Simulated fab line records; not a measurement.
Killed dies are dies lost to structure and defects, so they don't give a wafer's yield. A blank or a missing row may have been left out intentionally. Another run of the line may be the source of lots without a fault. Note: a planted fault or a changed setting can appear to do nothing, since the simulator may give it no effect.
Chamber matching ; flow nand-harc ; pecvd-04 running NHARC_A_STAIRCASE_DEP_325: 3 sister chambers
The step deposits SiO2, target thk 7200 nm. 6 wafers are shown with their chamber, then 8 later ones without.

## WAFERS, EACH WITH ITS CHAMBER
wafer;chamber;heater-power-w (W)
L083.4;0;578
L087.6;1;608
L088.1;2;592
L088.2;1;633
L088.5;0;583
L090.2;2;550

## WAFERS MISSING THEIR CHAMBER
wafer;heater-power-w (W)
L090.3;754
L090.6;611
L094.1;615
L094.3;667
L094.4;625
L097.1;708
L097.2;529
L097.5;607

## THE CHAMBER EACH PASSED THROUGH
wafer;from the rows above;in truth
L090.3;can't be placed: 1 or 0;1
L090.6;can't be placed: 1 or 0 or 2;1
L094.1;can't be placed: 1 or 0 or 2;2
L094.3;can't be placed: 1 or 0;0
L094.4;can't be placed: 1 or 0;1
L097.1;can't be placed: 1 or 0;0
L097.2;can't be placed: 2 or 0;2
L097.5;can't be placed: 1 or 0 or 2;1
Correctly placed: 0 of 8. Not placeable from these rows: 8 (in 8, the candidates include the true chamber). Number placed wrongly: 0.
How it was worked out, from the rows above alone: a wafer's distance from a chamber is the root of the sum, over the readings, of the square of ((its reading less the chamber's mean) divided by the reading's scatter). If the next closest chamber is less than 2 further off than the closest, the wafer can't be placed; otherwise it belongs to the closest. The mean given for a chamber averages the wafers shown for that chamber. How the scatter is found: for the shown wafers, subtract from each reading the mean of its chamber, square and add these, divide the total by (wafers less chambers), then take the root.
